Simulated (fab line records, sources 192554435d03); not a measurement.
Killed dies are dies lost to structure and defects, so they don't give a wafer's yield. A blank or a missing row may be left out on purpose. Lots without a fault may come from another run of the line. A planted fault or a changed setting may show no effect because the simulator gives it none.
fab line records | flow n5_finfet
record lots=7 wafers=21
route steps=1938 shown BEOL_M2@851 BEOL_M3@981 BEOL_M4@1037 BEOL_M5@1132
start_h: hours from the record's first day to the start of the lot's first wafer shown | wait_h: hours since the lot's step before | " the same as in the row above | L1.1+2: a row that stands for several wafers | - no value, or no start given | * or withheld: withheld | < > ~ a bound
route shown NAME@n: a module of which the file shows steps, and the number in the route of the first | usual: mean/standard deviation of fault-free wafers | same: alike in all rows | chamber/n: place in a boat | sites: the reading at each site | _std_site: their standard deviation | _edge_site: outer sites' mean less inner sites' | radius_mm: how far each site lies from the wafer's centre | mask NAME#n: copy n | behind: the tool/chamber that last shaped the wafer | hold: why the lot was held/for how many hours/how that ended | device: the transistor (n, p or np) that didn't switch | end of line: the same wafers' tests at the end of the route | a step without rows: its recipe alone | killed: dies lost to structure and defects at the first sort, not the wafer's yield | map: a wafer's dies, x killed, . not, _ none there
set.NAME: the setting as run; set.NAME@STEP: as run at that earlier step | model.NAME: the simulator's own value behind a step, which no gauge read
lots whose settings were changed on purpose; a table a step, a row a wafer
## steps
# step N5_BEOL_M2_EXPOSE_08
# recipe mask_id=M2 na=0.33 source_shape=dipole sigma_inner=0.369 sigma_outer=0.767 polarization=unpolarized dose_mj=41.25
# columns lot.wafer tool chamber start_h wait_h mask set.dose_mj
L074.1+5 euv_scanner-02 0 132.84 - M2#0 39.84
L074.3 " 0 " " M2#0 41.25
L075.1 euv_scanner-02 0 136.44 - M2#0 43.57
L075.3+6 " 0 " " M2#0 41.25
L076.3 euv_scanner-01 0 148.21 - M2#0 41.25
L076.5+6 " 0 " " M2#0 42.32
L079.1+6 euv_scanner-01 0 166.29 - M2#0 38.58
L079.5 " 0 " " M2#0 41.25
L091.1+5 euv_scanner-01 0 240.28 - M2#0 38.89
L091.3 " 0 " " M2#0 41.25
L089.2+4+5 euv_scanner-01 0 240.38 - M2#0 41.25
L096.2+5 euv_scanner-01 0 271.37 - M2#0 42.48
L096.3 " 0 " " M2#0 41.25
# step N5_BEOL_M2_PEB_09
# recipe peb_temp_c=100 peb_time_s=60 resist=CAR-EUV
# step N5_BEOL_M2_DEVELOP_10
# recipe develop_time_s=30 developer=TMAH resist=CAR-EUV rinse_liquid=surfactant_rinse dry=air_spin dev_temp_c=23
# step N5_BEOL_M2_CD_MEAS_11
# recipe target_cd_nm=16.79 landing_energy_ev=500 detector=se_inlens polarity=opening
# usual cd_nm=16.78/0.23
# columns lot.wafer tool chamber start_h wait_h set.dose_mj@BEOL_M2_EXPOSE_08 cd_nm
L074.1 cd_sem-02 0 132.97 - 39.84 16.16
L074.3 " 0 " " 41.25 16.91
L074.5 " 0 " " 39.84 16.04
L075.1 cd_sem-03 0 136.57 - 43.57 17.80
L075.3 " 0 " " 41.25 17.20
L075.6 " 0 " " 41.25 16.78
L076.3 cd_sem-03 0 148.33 - 41.25 16.85
L076.5 " 0 " " 42.32 17.18
L076.6 " 0 " " 42.32 17.53
L079.1 cd_sem-03 0 166.42 - 38.58 15.36
L079.5 " 0 " " 41.25 16.80
L079.6 " 0 " " 38.58 15.17
L091.1 cd_sem-03 0 240.41 - 38.89 15.81
L091.3 " 0 " " 41.25 17.43
L091.5 " 0 " " 38.89 15.75
L089.2 cd_sem-02 0 240.51 - 41.25 16.39
L089.4 " 0 " " 41.25 16.75
L089.5 " 0 " " 41.25 16.19
L096.2 cd_sem-03 0 271.49 - 42.48 17.22
L096.3 " 0 " " 41.25 16.94
L096.5 " 0 " " 42.48 17.38
# step N5_BEOL_M2_DESCUM_16
# recipe chemistry=O2 time_s=7 source_power_w=50 bias_power_w=20 pressure_mtorr=20 rf_frequency_hz=2.712e+07 temp_c=40 resist=CAR-EUV o2_flow_sccm=225
# columns lot.wafer tool chamber start_h wait_h set.time_s model.CAR-EUV_of_BEOL_M2_COAT_05.thk_nm
L074.1+3+5 rie_diel-02 3,2,1 133.10 0.0 7 26
L075.1+3+6 rie_diel-01 2,1,0 136.70 0.0 7 26
L076.3+5 rie_diel-05 2,1 148.65 0.2 8.011 25.6
L076.6 " 3 " " 7 26
L079.1+6 rie_diel-02 0,2 167.02 0.5 7 26.2
L079.5 " 3 " " 8.327 25.4
L091.1 rie_diel-02 1 241.19 0.7 5.826 26.8
L091.3 " 0 " " 7 26
L091.5 " 1 " " 7 26.2
L089.2+4 rie_diel-01 0 241.25 0.7 7 26.2
L089.5 " 2 " " 7 26
L096.2+3 rie_diel-01 1,2 271.64 0.1 7.784 25.6
L096.5 " 0 " " 7 26
# step N5_BEOL_M2_ETCH_74
# recipe chemistry=N2/H2 target=underlayer target_depth_a=65 mask_material=CAR-EUV time_s=5.2 ion_energy_ev=200 pressure_mtorr=30 source_w=840 bias_w=150 n2_flow_sccm=200 h2_flow_sccm=200 ends=cleared
# columns lot.wafer tool chamber start_h wait_h set.dose_mj@BEOL_M2_EXPOSE_08 model.BEOL_M2.cd_offset_nm
L074.1+5 rie_diel-02 3,1 133.13 0.0 39.84 -0.8
L074.3 " 2 " " 41.25 0
L075.1 rie_diel-01 2 136.73 0.0 43.57 1
L075.3+6 " 1,0 " " 41.25 0.2
L076.3 rie_diel-05 2 148.68 0.0 41.25 0.4
L076.5+6 " 1,3 " " 42.32 0.6
L079.1 rie_diel-02 0 167.06 0.0 38.58 -1.4
L079.5 " 3 " " 41.25 0
L079.6 " 2 " " 38.58 -1.2
L091.1 rie_diel-02 1 241.22 0.0 38.89 -1.2
L091.3 " 0 " " 41.25 0.2
L091.5 " 1 " " 38.89 -1
L089.2 rie_diel-01 0 241.28 0.0 41.25 0
L089.4 " 0 " " 41.25 -0.4
L089.5 " 2 " " 41.25 -0.2
L096.2+5 rie_diel-01 1,0 271.67 0.0 42.48 0.6
L096.3 " 2 " " 41.25 0
# step N5_BEOL_M2_ETCH_63
# recipe chemistry=CF4 target=SiARC target_depth_a=156 mask_material=CAR-EUV time_s=26 ion_energy_ev=80 pressure_mtorr=40 source_w=545 bias_w=36 Ar_flow_sccm=100 cf4_flow_sccm=100 ends=cleared
# columns lot.wafer tool chamber start_h wait_h set.dose_mj@BEOL_M2_EXPOSE_08 model.BEOL_M2.cd_offset_nm
L074.1+5 rie_diel-02 3,1 133.15 0.0 39.84 -0.8
L074.3 " 2 " " 41.25 0
L075.1 rie_diel-01 2 136.75 0.0 43.57 1
L075.3 " 1 " " 41.25 0
L075.6 " 0 " " 41.25 0.2
L076.3 rie_diel-05 2 148.70 0.0 41.25 0.4
L076.5+6 " 1,3 " " 42.32 0.6
L079.1 rie_diel-02 0 167.07 0.0 38.58 -1.4
L079.5 " 3 " " 41.25 0
L079.6 " 2 " " 38.58 -1.2
L091.1 rie_diel-02 1 241.24 0.0 38.89 -1.4
L091.3 " 0 " " 41.25 0.2
L091.5 " 1 " " 38.89 -1.2
L089.2 rie_diel-01 0 241.30 0.0 41.25 0
L089.4 " 0 " " 41.25 -0.4
L089.5 " 2 " " 41.25 -0.2
L096.2+5 rie_diel-01 1,0 271.69 0.0 42.48 0.6
L096.3 " 2 " " 41.25 0
# step N5_BEOL_M2_ETCH_64
# recipe chemistry=N2/H2 target=SOC target_depth_a=750 overetch_a=225 mask_material=SiARC temp_c=40 time_s=121.9 ion_energy_ev=200 pressure_mtorr=30 source_w=840 bias_w=150 n2_flow_sccm=200 h2_flow_sccm=200
# columns lot.wafer tool chamber start_h wait_h set.dose_mj@BEOL_M2_EXPOSE_08 model.BEOL_M2.cd_offset_nm
L074.1 rie_diel-02 3 133.18 0.0 39.84 -0.4
L074.3 " 2 " " 41.25 0
L074.5 " 1 " " 39.84 -0.8
L075.1 rie_diel-01 2 136.78 0.0 43.57 1
L075.3 " 1 " " 41.25 0
L075.6 " 0 " " 41.25 0.2
L076.3 rie_diel-05 2 148.73 0.0 41.25 0.6
L076.5 " 1 " " 42.32 0.4
L076.6 " 3 " " 42.32 0.6
L079.1 rie_diel-02 0 167.10 0.0 38.58 -1.2
L079.5 " 3 " " 41.25 -0.2
L079.6 " 2 " " 38.58 -1.4
L091.1 rie_diel-02 1 241.27 0.0 38.89 -1.2
L091.3 " 0 " " 41.25 0.2
L091.5 " 1 " " 38.89 -1
L089.2 rie_diel-01 0 241.33 0.0 41.25 0
L089.4+5 " 0,2 " " 41.25 -0.2
L096.2 rie_diel-01 1 271.72 0.0 42.48 0.6
L096.3 " 2 " " 41.25 -0.2
L096.5 " 0 " " 42.48 0.4
# step N5_BEOL_M2_STRIP_65
# recipe chemistry=N2/H2 temp_c=40 n2_flow_sccm=200 h2_flow_sccm=200 rf_frequency_hz=6e+07
# step N5_BEOL_M2_STRIP_75
# recipe chemistry=N2/H2 temp_c=40 n2_flow_sccm=200 h2_flow_sccm=200 rf_frequency_hz=6e+07
# step N5_BEOL_M2_STRIP_66
# recipe chemistry=CF4 resist=SiARC power_w=300 bias_power_w=75 pressure_mtorr=50 cf4_flow_sccm=150 rf_frequency_hz=6e+07
# step N5_BEOL_M2_HM_OPEN_17
# recipe chemistry=Cl2/BCl3 target_depth_a=200 overetch_a=60 target=TiN mask_material=SOC ion_energy_ev=150 pressure_mtorr=10 icp_w=1000 bias_w=126 Cl2_flow_sccm=53.25 bcl3_flow_sccm=21.75 Ar_flow_sccm=25
# columns lot.wafer tool chamber start_h wait_h set.dose_mj@BEOL_M2_EXPOSE_08 model.BEOL_M2.cd_offset_nm
L074.1 rie_metal-01 1 133.35 0.0 39.84 -0.6
L074.3 " 0 " " 41.25 0
L074.5 " 0 " " 39.84 -0.8
L075.1 rie_metal-01 1 136.96 0.0 43.57 0.8
L075.3 " 0 " " 41.25 0
L075.6 " 0 " " 41.25 0.2
L076.3 rie_metal-03 1 148.93 0.1 41.25 0.6
L076.5 " 0 " " 42.32 0.4
L076.6 " 1 " " 42.32 0.6
L079.1+6 rie_metal-03 1 167.28 0.0 38.58 -1.4
L079.5 " 0 " " 41.25 -0.2
L091.1 rie_metal-03 1 241.44 0.0 38.89 -1.2
L091.3 " 0 " " 41.25 0.2
L091.5 " 0 " " 38.89 -0.8
L089.2 rie_metal-02 0 241.50 0.0 41.25 0
L089.4+5 " 0 " " 41.25 -0.2
L096.2 rie_metal-01 0 271.89 0.0 42.48 0.6
L096.3 " 1 " " 41.25 -0.2
L096.5 " 0 " " 42.48 0.4
# step N5_BEOL_M2_STRIP_19
# recipe chemistry=O2 power_w=400 temp_c=40 pressure_mtorr=30 rf_frequency_hz=6e+07 bias_power_w=0 overash_fraction=0.2 o2_flow_sccm=225
# step N5_BEOL_M2_CD_MEAS_18
# recipe pitch_nm=36 target_cd_nm=18
# usual cd_nm=18.03/0.25
# columns lot.wafer tool chamber start_h wait_h set.dose_mj@BEOL_M2_EXPOSE_08 cd_nm
L074.1 cd_sem-03 - 133.59 0.1 39.84 17.48
L074.3 " - " " 41.25 18.10
L074.5 " - " " 39.84 17.39
L075.1 cd_sem-02 - 137.14 0.0 43.57 19.13
L075.3 " - " " 41.25 18.33
L075.6 " - " " 41.25 18.03
L076.3 cd_sem-02 - 149.09 0.1 41.25 18.75
L076.5 " - " " 42.32 18.32
L076.6 " - " " 42.32 18.78
L079.1 cd_sem-03 - 167.50 0.0 38.58 16.70
L079.5 " - " " 41.25 17.75
L079.6 " - " " 38.58 16.37
L091.1 cd_sem-02 - 241.81 0.0 38.89 16.97
L091.3 " - " " 41.25 18.25
L091.5 " - " " 38.89 17.04
L089.2 cd_sem-01 - 241.85 0.1 41.25 18.09
L089.4 " - " " 41.25 17.79
L089.5 " - " " 41.25 17.72
L096.2 cd_sem-02 - 272.08 0.1 42.48 18.41
L096.3 " - " " 41.25 17.45
L096.5 " - " " 42.48 18.39
# step N5_BEOL_M2_TRENCH_ETCH_37
# recipe chemistry=C4F6/O2 target_depth_a=555.55 target=SiOC time_s=29.2 ion_energy_ev=250 pressure_mtorr=30 source_w=355 bias_w=185 Ar_flow_sccm=300 C4F6_flow_sccm=10 O2_flow_sccm=10
# usual rf_vpp_V=665/4.7
# columns lot.wafer tool chamber start_h wait_h set.bias_w rf_vpp_V model.BEOL_M2.feature_depth_nm model.etch.depth_nm
L074.1 rie_diel-02 0 - - 185 664 56.8 56.71
L074.3 " 2 " " 160.7 589 52.2 52.13
L074.5 " 0 " " 160.7 593 54.2 54.23
L075.1 rie_diel-01 0 - - 185 668 55.4 55.37
L075.3 " 3 " " 217.7 762 57.8 57.71
L075.6 " 1 " " 185 670 54.8 54.79
L076.3 rie_diel-02 1 - - 185 670 56 56.01
L076.5 " 3 " " 210.3 735 58.4 58.36
L076.6 " 0 " " 185 665 56.6 56.58
L079.1 rie_diel-01 3 - - 185 669 54.8 54.76
L079.5 " 2 " " 185 660 56.4 56.32
L079.6 " 1 " " 185 669 55.2 55.11
L091.1 rie_diel-02 2 - - 185 658 54.8 54.71
L091.3 " 1 " " 185 671 56 56.01
L091.5 " 3 " " 154.4 576 52.8 52.89
L089.2 rie_diel-05 3 - - 185 664 55.2 55.27
L089.4 " 0 " " 185 654 56.6 56.52
L089.5 " 2 " " 185 665 55.4 55.31
L096.2 rie_diel-02 3 - - 160.1 593 53.2 53.27
L096.3 " 0 " " 185 664 56 56.09
L096.5 " 2 " " 160.1 587 51.6 51.66
# step N5_BEOL_M3_ETCH_41
# recipe chemistry=CH3F/O2 target=SiCN target_depth_a=299 taper_deg=2 time_s=52.5 ion_energy_ev=120 mask_material=TiN pressure_mtorr=30 source_w=395 bias_w=75 Ar_flow_sccm=150 CH3F_flow_sccm=30 O2_flow_sccm=20
# columns lot.wafer tool chamber start_h wait_h set.target_depth_a model.etch.depth_nm
L074.1 rie_diel-04 3 - - 299 19.91
L074.3 " 0 " " 299 19.6
L074.5 " 2 " " 299 20.1
L075.1 rie_diel-03 1 - - 299 19.54
L075.3 " 2 " " 314.6 21.24
L075.6 " 2 " " 314.6 21.23
L076.3 rie_diel-06 0 - - 299 19.77
L076.5 " 1 " " 299 19.6
L076.6 " 2 " " 299 20.07
L079.1 rie_diel-04 3 - - 299 19.78
L079.5 " 2 " " 299 19.57
L079.6 " 1 " " 274.7 18.05
L091.1 rie_diel-06 1 - - 285.9 18.58
L091.3 " 3 " " 285.9 19.02
L091.5 " 1 " " 299 19.35
L089.2 rie_diel-06 3 - - 299 20.05
L089.4 " 1 " " 299 19.54
L089.5 " 2 " " 299 19.98
L096.2 rie_diel-03 3 - - 299 19.44
L096.3 " 2 " " 299 20.01
L096.5 " 1 " " 334.1 21.52
# step N5_BEOL_M4_DESCUM_16
# recipe chemistry=O2 time_s=7 source_power_w=50 bias_power_w=20 pressure_mtorr=20 rf_frequency_hz=2.712e+07 temp_c=40 resist=CAR-EUV o2_flow_sccm=225
# columns lot.wafer tool chamber start_h wait_h set.time_s model.CAR-EUV_of_BEOL_M4_COAT_05.thk_nm
L074.1+3+5 rie_diel-02 1,2,2 154.90 0.0 7 26
L075.1 rie_diel-01 1 164.97 0.0 7 25.8
L075.3 " 3 " " 7 26
L075.6 " 0 " " 7.52 25.8
L076.3 rie_diel-02 1 171.88 0.0 7 26.2
L076.5+6 " 1,0 " " 7 26
L079.1 rie_diel-02 3 187.99 0.0 8.335 25.6
L079.5+6 " 1,0 " " 7 26.2
L091.1+5 rie_diel-02 2,3 265.47 0.1 7 26
L091.3 " 1 " " 7.413 25.8
L089.2+4 rie_diel-05 2 268.32 0.0 7 26
L089.5 " 0 " " 7 26.2
L096.2 rie_diel-01 2 303.81 0.0 7 26
L096.3+5 " 3,1 " " 5.859 26.6
# step N5_BEOL_M4_ETCH_74
# recipe chemistry=N2/H2 target=underlayer target_depth_a=65 mask_material=CAR-EUV time_s=5.2 ion_energy_ev=200 pressure_mtorr=30 source_w=840 bias_w=150 n2_flow_sccm=200 h2_flow_sccm=200 ends=cleared
# columns lot.wafer tool chamber start_h wait_h set.time_s@BEOL_M4_DESCUM_16 model.CAR-EUV_of_BEOL_M4_COAT_05.thk_nm
L074.1+3+5 rie_diel-02 1,2,2 154.94 0.0 7 20.4
L075.1+3 rie_diel-01 1,3 165.00 0.0 7 20.2
L075.6 " 0 " " 7.52 20
L076.3+5+6 rie_diel-02 1,1,0 171.91 0.0 7 20.4
L079.1 rie_diel-02 3 188.02 0.0 8.335 19.8
L079.5+6 " 1,0 " " 7 20.4
L091.1 rie_diel-02 2 265.50 0.0 7 20.4
L091.3 " 1 " " 7.413 20.2
L091.5 " 3 " " 7 20.2
L089.2+4+5 rie_diel-05 2,2,0 268.36 0.0 7 20.4
L096.2 rie_diel-01 2 303.85 0.0 7 20.4
L096.3 " 3 " " 5.859 20.8
L096.5 " 1 " " 5.859 21
# step N5_BEOL_M4_ETCH_63
# recipe chemistry=CF4 target=SiARC target_depth_a=156 mask_material=CAR-EUV time_s=26 ion_energy_ev=80 pressure_mtorr=40 source_w=545 bias_w=36 Ar_flow_sccm=100 cf4_flow_sccm=100 ends=cleared
# columns lot.wafer tool chamber start_h wait_h set.time_s@BEOL_M4_DESCUM_16 model.CAR-EUV_of_BEOL_M4_COAT_05.thk_nm
L074.1+3+5 rie_diel-02 1,2,2 154.95 0.0 7 11.2
L075.1+3 rie_diel-01 1,3 165.02 0.0 7 11
L075.6 " 0 " " 7.52 10.8
L076.3+5+6 rie_diel-02 1,1,0 171.93 0.0 7 11.2
L079.1 rie_diel-02 3 188.04 0.0 8.335 10.6
L079.5+6 " 1,0 " " 7 11.2
L091.1+5 rie_diel-02 2,3 265.52 0.0 7 11.2
L091.3 " 1 " " 7.413 11
L089.2+5 rie_diel-05 2,0 268.37 0.0 7 11.2
L089.4 " 2 " " 7 11
L096.2 rie_diel-01 2 303.86 0.0 7 11.2
L096.3+5 " 3,1 " " 5.859 11.6
# step N5_BEOL_M4_ETCH_64
# recipe chemistry=N2/H2 target=SOC target_depth_a=750 overetch_a=225 mask_material=SiARC temp_c=40 time_s=121.9 ion_energy_ev=200 pressure_mtorr=30 source_w=840 bias_w=150 n2_flow_sccm=200 h2_flow_sccm=200
# usual rf_vpp_V=522.8/1.3
# columns lot.wafer tool chamber start_h wait_h set.bias_w rf_vpp_V model.SiARC_of_BEOL_M4_COAT_62.thk_nm
L074.1 rie_diel-02 1 154.98 0.0 150 523.1 6.2
L074.3 " 2 " " 150 524.0 6.6
L074.5 " 2 " " 150 523.5 6.6
L075.1 rie_diel-01 1 165.05 0.0 168.4 562.5 5.4
L075.3 " 3 " " 150 525.2 6.4
L075.6 " 0 " " 150 522.3 6.4
L076.3 rie_diel-02 1 171.96 0.0 128.6 474.6 7.4
L076.5 " 1 " " 150 522.4 6.2
L076.6 " 0 " " 150 520.7 6.2
L079.1 rie_diel-02 3 188.06 0.0 127.7 473.7 7.4
L079.5 " 1 " " 150 526.1 6.2
L079.6 " 0 " " 127.7 471.2 7.4
L091.1 rie_diel-02 2 265.55 0.0 141.9 505.4 7
L091.3 " 1 " " 141.9 506.7 6.6
L091.5 " 3 " " 150 522.3 6.2
L089.2 rie_diel-05 2 268.40 0.0 150 519.9 6.2
L089.4 " 2 " " 150 520.3 6.2
L089.5 " 0 " " 150 522.6 6.2
L096.2 rie_diel-01 2 303.89 0.0 163 551.0 5.6
L096.3 " 3 " " 163 550.4 5.8
L096.5 " 1 " " 163 551.5 5.4
# step N5_BEOL_M4_ETCH_70
# recipe chemistry=N2/H2 target=SOC target_depth_a=800 overetch_a=240 mask_material=SiARC temp_c=40 time_s=130 ion_energy_ev=200 pressure_mtorr=30 source_w=840 bias_w=150 n2_flow_sccm=200 h2_flow_sccm=200
# columns lot.wafer tool chamber start_h wait_h set.time_s model.SiARC_of_BEOL_M4_COAT_68.thk_nm
L074.1 rie_diel-01 3 160.19 0.0 130 6
L074.3 " 1 " " 130 5.8
L074.5 " 0 " " 149 5
L075.1 rie_diel-02 3 166.69 0.0 130 5.6
L075.3 " 0 " " 154.8 4.6
L075.6 " 1 " " 130 5.8
L076.3+5 rie_diel-02 3,0 179.00 0.0 130 5.8
L076.6 " 3 " " 151.9 4.8
L079.1 rie_diel-01 2 190.95 0.0 130 5.6
L079.5 " 0 " " 130 6
L079.6 " 3 " " 130 5.8
L091.1 rie_diel-01 1 267.41 0.0 130 5.6
L091.3+5 " 0 " " 140.1 5.4
L089.2 rie_diel-02 0 274.43 0.0 130 5.8
L089.4+5 " 2 " " 130 6.2
L096.2 rie_diel-01 1 306.21 0.0 130 5.6
L096.3+5 " 0 " " 130 5.8
# step N5_BEOL_M4_TRENCH_ETCH_37
# recipe chemistry=C4F6/O2 target_depth_a=555.55 target=SiOC time_s=29.2 ion_energy_ev=250 pressure_mtorr=30 source_w=355 bias_w=185 Ar_flow_sccm=300 C4F6_flow_sccm=10 O2_flow_sccm=10
# usual rf_vpp_V=665/4.6
# columns lot.wafer tool chamber start_h wait_h set.source_w rf_vpp_V
L074.1 rie_diel-01 3 - - 384.5 644
L074.3 " 1 " " 384.5 643
L074.5 " 0 " " 355 666
L075.1 rie_diel-02 3 - - 355 665
L075.3 " 0 " " 291.4 734
L075.6 " 1 " " 291.4 742
L076.3 rie_diel-02 3 - - 332.6 687
L076.5 " 0 " " 355 664
L076.6 " 3 " " 355 664
L079.1 rie_diel-01 2 - - 315.7 700
L079.5 " 0 " " 355 667
L079.6 " 3 " " 315.7 712
L091.1 rie_diel-01 1 - - 355 669
L091.3 " 0 " " 355 666
L091.5 " 0 " " 355 666
L089.2 rie_diel-02 0 - - 355 663
L089.4 " 2 " " 355 658
L089.5 " 2 " " 355 659
L096.2 rie_diel-01 1 - - 355 669
L096.3 " 0 " " 355 666
L096.5 " 0 " " 355 666
# step N5_BEOL_M5_ETCH_62
# recipe chemistry=N2/H2 target=SOC target_depth_a=750 overetch_a=150 mask_material=SiARC temp_c=40 time_s=112.5 ion_energy_ev=200 pressure_mtorr=30 source_w=840 bias_w=150 n2_flow_sccm=200 h2_flow_sccm=200
# usual rf_vpp_V=524.3/2
# columns lot.wafer tool chamber start_h wait_h set.source_w rf_vpp_V
L074.1 rie_diel-04 0 167.88 0.0 929.5 505.8
L074.3 " 2 " " 840 521.3
L074.5 " 2 " " 840 521.7
L075.1 rie_diel-04 3 176.46 0.0 780.5 539.8
L075.3 " 2 " " 780.5 534.3
L075.6 " 1 " " 840 526.7
L076.3 rie_diel-03 3 185.99 0.0 840 527.0
L076.5 " 3 " " 840 526.3
L076.6 " 2 " " 840 521.4
L079.1 rie_diel-03 1 206.22 0.0 840 526.1
L079.5 " 3 " " 959.4 503.6
L079.6 " 2 " " 840 523.4
L091.1 rie_diel-06 1 274.81 0.0 840 523.2
L091.3 " 3 " " 840 525.0
L091.5 " 1 " " 840 523.1
L089.2 rie_diel-04 1 282.64 0.0 840 525.9
L089.4 " 3 " " 840 523.2
L089.5 " 1 " " 840 526.0
L096.2 rie_diel-04 0 312.88 0.0 840 521.7
L096.3 " 2 " " 840 520.5
L096.5 " 0 " " 733.8 546.3
## key
split step=N5_BEOL_M2_EXPOSE_08 setting=dose_mj stated=41.25 by=wafer
response step=N5_BEOL_M2_CD_MEAS_11 reading=cd_nm change=+0.218 per=1% r=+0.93
response step=N5_BEOL_M2_ETCH_74 reading=model.BEOL_M2.cd_offset_nm change=+0.19 per=1% r=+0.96
response step=N5_BEOL_M2_ETCH_63 reading=model.BEOL_M2.cd_offset_nm change=+0.203 per=1% r=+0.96
response step=N5_BEOL_M2_ETCH_64 reading=model.BEOL_M2.cd_offset_nm change=+0.176 per=1% r=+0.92
response step=N5_BEOL_M2_HM_OPEN_17 reading=model.BEOL_M2.cd_offset_nm change=+0.171 per=1% r=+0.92
response step=N5_BEOL_M2_CD_MEAS_18 reading=cd_nm change=+0.187 per=1% r=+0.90
split step=N5_BEOL_M2_DESCUM_16 setting=time_s stated=7 by=wafer
response step=N5_BEOL_M2_DESCUM_16 reading=model.CAR-EUV_of_BEOL_M2_COAT_05.thk_nm change=-0.0381 per=1% r=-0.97
split step=N5_BEOL_M2_TRENCH_ETCH_37 setting=bias_w stated=185 by=wafer
response step=N5_BEOL_M2_TRENCH_ETCH_37 reading=rf_vpp_V change=+5.31 per=1% r=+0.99
response step=N5_BEOL_M2_TRENCH_ETCH_37 reading=model.BEOL_M2.feature_depth_nm change=+0.191 per=1% r=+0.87
response step=N5_BEOL_M2_TRENCH_ETCH_37 reading=model.etch.depth_nm change=+0.187 per=1% r=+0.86
split step=N5_BEOL_M3_ETCH_41 setting=target_depth_a stated=299 by=wafer
response step=N5_BEOL_M3_ETCH_41 reading=model.etch.depth_nm change=+0.182 per=1% r=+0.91
split step=N5_BEOL_M4_DESCUM_16 setting=time_s stated=7 by=wafer
response step=N5_BEOL_M4_DESCUM_16 reading=model.CAR-EUV_of_BEOL_M4_COAT_05.thk_nm change=-0.0322 per=1% r=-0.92
response step=N5_BEOL_M4_ETCH_74 reading=model.CAR-EUV_of_BEOL_M4_COAT_05.thk_nm change=-0.0301 per=1% r=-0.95
response step=N5_BEOL_M4_ETCH_63 reading=model.CAR-EUV_of_BEOL_M4_COAT_05.thk_nm change=-0.0287 per=1% r=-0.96
split step=N5_BEOL_M4_ETCH_64 setting=bias_w stated=150 by=wafer
response step=N5_BEOL_M4_ETCH_64 reading=rf_vpp_V change=+3.36 per=1% r=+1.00
response step=N5_BEOL_M4_ETCH_64 reading=model.SiARC_of_BEOL_M4_COAT_62.thk_nm change=-0.0835 per=1% r=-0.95
split step=N5_BEOL_M4_ETCH_70 setting=time_s stated=130 by=wafer
response step=N5_BEOL_M4_ETCH_70 reading=model.SiARC_of_BEOL_M4_COAT_68.thk_nm change=-0.057 per=1% r=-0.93
split step=N5_BEOL_M4_TRENCH_ETCH_37 setting=source_w stated=355 by=wafer
response step=N5_BEOL_M4_TRENCH_ETCH_37 reading=rf_vpp_V change=-3.78 per=1% r=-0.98
split step=N5_BEOL_M5_ETCH_62 setting=source_w stated=840 by=wafer
response step=N5_BEOL_M5_ETCH_62 reading=rf_vpp_V change=-1.64 per=1% r=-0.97
